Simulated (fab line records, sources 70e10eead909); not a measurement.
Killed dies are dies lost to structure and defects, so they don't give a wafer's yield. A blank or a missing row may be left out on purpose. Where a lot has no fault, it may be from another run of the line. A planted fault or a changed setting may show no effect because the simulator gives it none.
fab line records | flow nandHarc
record lots=12 wafers=36 lastDay=25
route steps=1159 shown P_M2@332 P_BONDPAD@352 END@1159
lots that met no fault: from a run of the same line without faults
startH: start of the lot's first displayed wafer, in hours after the record's first day | waitH: hours from the lot's prior step to this one | " same as the row above | L1.1+2: one row covering several wafers at once | - no value, or no start was given | * or withheld: withheld | < > ~ a bound
route shown NAME@n: a module of which the file shows steps, and the number in the route of the first | usual: mean/standard deviation taken from wafers without a fault | same: alike in all rows | chamber/n: place in a boat | sites: each site's reading | _std_site: their standard deviation | _edge_site: outer sites' mean less inner sites' | radiusMm: for every site, how far away it sits from the centre of the wafer | mask NAME#n: copy n | behind: the most recent tool/chamber to have shaped the wafer | hold: what put the lot on hold/how long, in hours/how the hold closed | device: transistor that didn't switch, given as n, p or np | end of line: the tests these same wafers got at the end of their route | a step with no rows: only its recipe | killed: the dies lost at the first sort to structure and to defects; this is not the yield of the wafer | map: per-die view of a wafer (x killed, . not killed, _ where there is no die)
set.NAME: the setting as run; set.NAME@STEP: as run at that earlier step | model.NAME: the simulator's own value behind a step, which no gauge read
one table for each step of the route and one row for each wafer, over a sample of lots
services: when a tool's chamber went out of use (startH, in hours from the record's first day, below 0 if earlier), for how many hours, and the reason
## steps
# step NHARC_P_M2_ETCH_35
# recipe targetDepthA=400 overetchA=120 timeS=43.94 ionEnergyEv=200 n2FlowSccm=150 h2FlowSccm=150 arFlowSccm=0 rfW=400 biasW=150 chemistry=N2/H2
# usual drypumpMotorCurrentA=5.9/0.55 oesProductAu=1.000/0.006 rfVppV=432.6/2.3 showerheadPlenumPTorr=2.11/0.079 throttleValvePct=14.173/0.0086
# columns lot.wafer tool chamber startH waitH drypumpMotorCurrentA oesProductAu rfHoursCounterH rfVppV showerheadPlenumPTorr throttleValvePct
L800.1 rieDiel-04 0 123.69 0.1 5.9 0.990 1 431.2 2.11 14.166
L800.4 " 3 " " 6.7 0.987 1 429.0 1.96 14.178
L800.5 " 0 " " 5.9 1.003 - 432.9 2.11 14.178
L803.4 rieDiel-13 3 140.59 0.1 6.0 0.997 1 435.5 2.20 14.166
L803.3 " 0 " " 6.8 1.007 1 434.8 2.18 14.173
L803.6 " 3 " " 6.0 0.998 - 436.1 2.20 14.172
L801.4 rieDiel-13 0 146.62 0.1 6.8 1.006 1 433.5 2.18 14.171
L801.2 " 2 " " 6.0 0.998 1 433.0 2.15 14.171
L801.6 " 3 " " 6.0 0.997 - 435.6 2.20 14.148
L804.3 rieDiel-13 1 148.43 0.1 5.9 0.988 2 428.9 2.00 14.171
L804.4 " 3 " " 6.0 0.998 2 433.5 2.20 14.173
L804.5 " 2 " " 6.1 0.998 - 433.5 2.15 14.175
L805.2 rieDiel-07 1 154.52 0.1 5.0 0.992 21 433.4 2.15 14.177
L805.3 " 3 " " 5.1 0.993 18 429.0 1.98 14.165
L805.5 " 1 " " 5.0 1.003 - 433.0 2.15 14.168
L808.2 rieDiel-13 2 165.94 0.1 6.0 1.002 2 433.9 2.15 14.167
L808.3 " 3 " " 6.1 0.994 2 436.1 2.20 14.170
L808.6 " 3 " " 6.1 1.000 - 435.2 2.20 14.165
L810.1 rieDiel-07 0 177.79 0.1 5.3 1.002 23 431.5 2.11 14.175
L810.4 " 0 " " 5.3 0.997 - 433.2 2.11 14.194
L810.6 " 1 " " 5.0 0.998 - 434.8 2.15 14.184
L812.4 rieDiel-13 1 206.14 0.1 5.9 1.006 4 429.7 2.00 14.194
L812.2 " 3 " " 6.1 0.997 4 434.4 2.20 14.173
L812.1 " 0 " " 6.8 0.999 4 433.8 2.18 14.187
L814.4 rieDiel-13 1 213.77 0.1 5.9 1.001 4 430.3 2.00 14.177
L814.3 " 0 " " 6.8 0.999 4 435.0 2.18 14.176
L814.5 " 2 " " 6.1 0.997 - 433.7 2.15 14.169
L816.3 rieDiel-04 3 220.35 0.1 6.7 0.995 37 428.4 1.95 14.178
L816.1 " 0 " " 5.9 1.006 38 432.4 2.10 14.175
L816.6 " 2 " " 5.4 0.992 - 430.7 2.03 14.166
L821.2 rieDiel-13 2 250.31 0.1 6.1 1.000 6 433.9 2.15 14.164
L821.5 " 1 " " 5.8 1.003 - 428.3 2.00 14.175
L821.6 " 2 " " 6.1 0.999 - 433.3 2.15 14.161
L822.3 rieDiel-07 1 259.62 0.1 5.0 0.993 4 433.0 2.14 14.162
L822.4 " 2 " " 5.0 0.995 - 432.5 2.10 14.157
L822.5 " 3 " " 5.1 0.998 - 428.4 1.98 14.174
# step NHARC_P_M2_PRE_CLEAN_30
# recipe timeS=30 tempC=280 gas=H2/He
# usual heaterPowerW=410/32 susceptorTempC=280.00/0.19
# columns lot.wafer tool chamber startH waitH heaterPowerW susceptorTempC
L800.1 pvdSputter-01 - - - 401 280.16
L800.4 " - " " 347 279.80
L800.5 " - " " 403 279.99
L803.4 pvdSputter-03 - - - 371 279.91
L803.3 " - " " 406 280.41
L803.6 " - " " 430 279.82
L801.4 pvdSputter-01 - - - 436 280.31
L801.2 " - " " 341 280.05
L801.6 " - " " 348 279.84
L804.3 pvdSputter-01 - - - 465 280.32
L804.4 " - " " 438 280.03
L804.5 " - " " 456 280.09
L805.3 pvdSputter-01 - - - 344 279.64
L805.2 " - " " 436 280.02
L805.5 " - " " 441 280.20
L808.3 pvdSputter-03 - - - 428 280.15
L808.2 " - " " 364 279.92
L808.6 " - " " 427 279.92
L810.4 pvdSputter-02 - - - 451 280.50
L810.1 " - " " 437 280.03
L810.6 " - " " 379 279.68
L812.4 pvdSputter-03 - - - 408 280.07
L812.2 " - " " 416 280.12
L812.1 " - " " 372 280.41
L814.4 pvdSputter-02 - - - 448 279.73
L814.3 " - " " 418 279.78
L814.5 " - " " 409 279.98
L816.1 pvdSputter-01 - - - 469 280.10
L816.3 " - " " 387 279.91
L816.6 " - " " 457 280.11
L821.2 pvdSputter-03 - - - 410 279.84
L821.6 " - " " 411 280.04
L821.5 " - " " 430 280.18
L822.4 pvdSputter-02 - - - 393 279.81
L822.3 " - " " 405 280.12
L822.5 " - " " 440 280.06
# step NHARC_P_M2_ECD_22
# recipe targetThkA=4000 bathTempC=25 material=Cu
# columns lot.wafer tool chamber startH waitH
L800.1+4+5 ecdCu-01 1,1,0 124.99 -
L803.4+3+6 ecdCu-02 1,0,0 141.98 -
L801.2+4+6 ecdCu-01 0,1,1 148.92 -
L804.4+3+5 ecdCu-01 0,1,1 149.85 -
L805.2+3+5 ecdCu-01 1,1,0 155.87 -
L808.2+3+6 ecdCu-02 1,1,0 167.30 -
L810.1+4+6 ecdCu-01 0,0,1 179.17 -
L812.2+1+4 ecdCu-02 0,1,0 207.52 -
L814.4+3+5 ecdCu-02 1,0,1 215.16 -
L816.1+3+6 ecdCu-02 0 221.65 -
L821.2+5+6 ecdCu-01 1,0,1 252.92 -
L822.4+3+5 ecdCu-02 0,1,0 261.05 -
# step NHARC_P_M2_CMP_23
# recipe tOverpolishS=20 targetThkNm=144.3
# usual motorCurrentA=12.4/1.3 timeToEndpointS=30.2/2.2
# columns lot.wafer tool chamber startH waitH motorCurrentA timeToEndpointS
L800.1 cmp-04 1 125.74 - 13.3 28.0
L800.4 " 2 " " 11.8 30.4
L800.5 " 0 " " 12.3 30.4
L803.4 cmp-04 2 142.67 - 11.7 29.3
L803.3 " 0 " " 12.0 29.5
L803.6 " 1 " " 13.6 27.0
L801.2 cmp-04 0 149.73 - 12.4 28.7
L801.4 " 1 " " 13.7 26.3
L801.6 " 0 " " 12.0 28.9
L804.4 cmp-02 2 150.50 - 12.2 32.0
L804.3 " 0 " " 14.5 31.3
L804.5 " 2 " " 12.2 28.4
L805.2 cmp-04 1 156.54 - 14.1 25.2
L805.3 " 0 " " 12.0 28.5
L805.5 " 2 " " 11.6 28.1
L808.2 cmp-03 2 167.98 - 12.2 27.3
L808.3 " 3 " " 13.8 26.5
L808.6 " 3 " " 14.4 26.4
L810.4 cmp-04 0 179.83 - 12.0 31.3
L810.1 " 3 " " 10.3 17.4
L810.6 " 1 " " 13.9 15.8
L812.1 cmp-04 1 208.27 - 13.5 30.8
L812.2 " 2 " " 11.3 30.8
L812.4 " 3 " " 9.6 32.6
L814.4 cmp-03 3 215.78 - 13.5 30.2
L814.3 " 0 " " 10.2 30.0
L814.5 " 0 " " 10.3 29.8
L816.3 cmp-04 1 222.52 - 14.0 29.8
L816.1 " 3 " " 10.4 32.5
L816.6 " 1 " " 13.3 32.6
L821.2 cmp-02 3 253.69 - 11.6 30.8
L821.5 " 2 " " 12.8 33.6
L821.6 " 3 " " 10.6 28.8
L822.3 cmp-02 2 261.86 - 12.6 29.6
L822.4 " 3 " " 11.3 31.9
L822.5 " 0 " " 13.9 32.4
# step NHARC_P_BONDPAD_CMP_32
# recipe targetThkNm=200 material=SiCN
# usual motorCurrentA=12.4/1.4
# columns lot.wafer tool chamber startH waitH motorCurrentA
L800.4 cmp-02 0 127.14 - 13.6
L800.1 " 3 " " 10.9
L800.5 " 0 " " 14.3
L803.4 cmp-02 0 144.15 - 13.8
L803.3 " 1 " " 13.0
L803.6 " 2 " " 13.1
L801.4 cmp-02 3 151.16 - 11.0
L801.2 " 0 " " 13.7
L801.6 " 0 " " 14.1
L804.3 cmp-02 2 151.98 - 12.6
L804.4 " 0 " " 14.2
L804.5 " 1 " " 12.6
L805.3 cmp-01 2 157.99 - 13.1
L805.2 " 1 " " 11.6
L805.5 " 3 " " 11.0
L808.2 cmp-01 2 169.58 - 13.2
L808.3 " 1 " " 12.1
L808.6 " 2 " " 13.7
L810.4 cmp-04 0 181.33 - 12.3
L810.1 " 1 " " 14.3
L810.6 " 2 " " 10.7
L812.1 cmp-04 0 209.85 0.5 12.2
L812.4 " 1 " " 13.8
L812.2 " 2 " " 11.8
L814.4 cmp-04 1 217.43 - 14.1
L814.3 " 2 " " 11.8
L814.5 " 3 " " 10.5
L816.3 cmp-01 3 223.99 - 10.6
L816.1 " 0 " " 15.2
L816.6 " 2 " " 12.8
L821.2 cmp-01 3 255.13 - 10.7
L821.5 " 3 " " 10.1
L821.6 " 0 " " 14.8
L822.4 cmp-04 0 263.26 - 12.8
L822.3 " 1 " " 13.6
L822.5 " 3 " " 10.1
# step NHARC_END_SORT_01
# recipe tempC=25
# usual defectLimitedYield=95.6/1.7 killedAtArray=27/11 killedAtOther=0.7/0.93 killedAtPeriphery=2.9/1.9 killedDies=30/11 killedOpen=3.1/1.7 killedShort=1.9/1.3 sort_bin_2_pct=1.4/0.68 sort_bin_3_pct=0.28/0.25 sort_bin_4_pct=2.8/1.1 sortNPass=647/11 sortRimYieldPct=95.4/2.7 sortYieldPct=95.6/1.7
# same grossDies=677 sort_bin_5_pct[%]=0 sort_bin_6_pct[%]=0 sort_bin_7_pct[%]=0 sort_bin_8_pct[%]=0 sortRimNGross=106.00
# columns lot.wafer tool chamber startH waitH defectLimitedYield[%] killedAtArray killedAtOther killedAtPeriphery killedDies killedOpen killedShort sort_bin_2_pct[%] sort_bin_3_pct[%] sort_bin_4_pct[%] sortNPass sortRimYieldPct[%] sortYieldPct[%]
L812.1 prober-02 0 506.50 2.5 96.2 25 0 1 26 4 0 0.6 0.59 2.7 651 93.4 96.2
L812.2 prober-02 0 507.29 2.8 94.5 35 0 2 37 3 2 1.3 0.59 3.5 640 96.2 94.5
L812.4 prober-02 0 508.87 3.4 95.1 30 0 3 33 7 2 1.2 0.44 3.2 644 90.6 95.1
# killed by level:class
L812.1 A_CHANNEL_HOLE_D1:chamberFilmFlake=19 A_CONTACT:geometricParticle:open=3 P_M0:geometricParticle:open=1 A_STAIRCASE:chamberFilmFlake=1 A_SGD_CUT:chamberFilmFlake=1 A_CONTACT:chamberFilmFlake=1
L812.2 A_CHANNEL_HOLE_D1:chamberFilmFlake=23 A_ZERO_WELL:chamberFilmFlake=3 A_CONTACT:chamberFilmFlake=3 A_SGD_CUT:chamberFilmFlake=2 P_CONTACT:geometricParticle:open=1 P_M0:geometricParticle:short=1 A_CHANNEL_FILL_D1:geometricParticle:short=1 A_CONTACT:geometricParticle:open=1
L812.4 A_CHANNEL_HOLE_D1:chamberFilmFlake=15 A_ZERO_WELL:chamberFilmFlake=3 A_CONTACT:chamberFilmFlake=3 A_CONTACT:geometricParticle:open=2 P_CONTACT:geometricParticle:open=1 P_M0:geometricParticle:short=1 P_M0:geometricParticle:open=1 A_ONON_D1:geometricParticle:open=1
## services
# columns tool chamber startH hours kind
pvdSputter-03 - 102.04 10.0 pm
cmp-04 - 105.16 4.0 pm
rieDiel-07 3 108.64 10.0 repair
rieDiel-07 2 112.09 6.9 repair
cmp-01 - 115.17 4.5 repair
cmp-02 - 128.51 4.0 pm
cmp-01 - 128.83 1.2 repair
cmp-04 - 132.20 2.1 repair
rieDiel-07 2 136.51 10.7 repair
pvdSputter-01 - 139.91 1.7 repair
cmp-04 - 147.88 1.0 repair
pvdSputter-01 - 158.00 10.0 pm
ecdCu-01 - 162.63 1.0 repair
rieDiel-07 3 168.76 12.6 repair
cmp-01 - 179.50 4.0 pm
ecdCu-02 - 180.00 8.0 pm
rieDiel-07 1 187.53 10.0 repair
pvdSputter-01 - 197.77 0.6 repair
cmp-04 - 203.16 4.0 pm
rieDiel-13 1 208.05 1.8 repair
cmp-02 - 226.51 4.0 pm
ecdCu-02 - 245.96 7.1 repair
ecdCu-01 - 248.22 2.1 repair
rieDiel-13 2 259.22 2.6 repair
## key
firstSign step=NHARC_P_M2_CMP_23 reading=timeToEndpointS direction=down sigmas=6.3 usual=* struck=*
effect none on later readings
metAt NHARC_P_M2_ECD_22
struckLots L810
struckWafers L810.1,L810.6
notActingAt NHARC_P_M2_ETCH_35,NHARC_P_M2_PRE_CLEAN_30,NHARC_P_BONDPAD_CMP_32
onsetBetween 155.87 179.17
fault kind=processParameterDrift tool=ecdCu-01 chamber=- onsetH=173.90 steps=NHARC_P_M2_ECD_22 channel=targetThkA offset=* shape=step endH=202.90 scope=struckWafersOnly actsIn=* stated=*
